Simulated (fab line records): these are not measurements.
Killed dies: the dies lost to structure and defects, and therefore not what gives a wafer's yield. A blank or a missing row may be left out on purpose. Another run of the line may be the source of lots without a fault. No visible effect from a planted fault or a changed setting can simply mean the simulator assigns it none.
Which tool was responsible? ; flow n5-finfet ; 11 lots (33 wafers sampled), 1 step of a 1938-step route

## WHAT THE GAUGES READ, wafer by wafer
N5_HKMG_FIN_INSPECT_14: inspects for defects (macro).
lot;measured;on;raw-defect-count
L075;day 4 08:55;defect-inspect-01;4 4 3
L077;day 5 00:05;defect-inspect-02;2 2 3
L079;day 5 11:38;defect-inspect-01;3 6 1
L081;day 5 21:55;defect-inspect-01;1 0 2
L084;day 6 14:39;defect-inspect-01;1 2 5
L086;day 7 04:42;defect-inspect-01;2 1 2
L088;day 7 15:36;defect-inspect-02;3 1 1
L091;day 8 10:13;defect-inspect-02;3 0 2
L093;day 8 22:47;defect-inspect-02;2 1 1
L095;day 9 11:50;defect-inspect-01;0 1 2
L097;day 9 23:55;defect-inspect-01;2 3 2

## EACH LOT AND THE TOOL THAT RAN IT (in order: tool; ch and the chambers of the sampled wafers; start)
Record: no process step prior to these readings.

## THE ANSWER, worked out from the rows above alone
Rule: the usual values come from the lots themselves. Put in order of their means at a reading, lots are off if they are a third of the lots or fewer, leave a main group of 4 or more, and stand apart from it by a gap of 3 or more times the standard deviation of the main group's means; of several such gaps the widest counts. If all means in a main group match to the digits the tables above print for the reading, that group is not used. Also off: a lot with no number at a reading for which 4 or more lots have one. Where the step has rows for the other lots, those lots are counted as sound.
No lot is off at any reading shown: from this, nothing can be told.

## WHAT THE SIMULATOR HAD PUT IN
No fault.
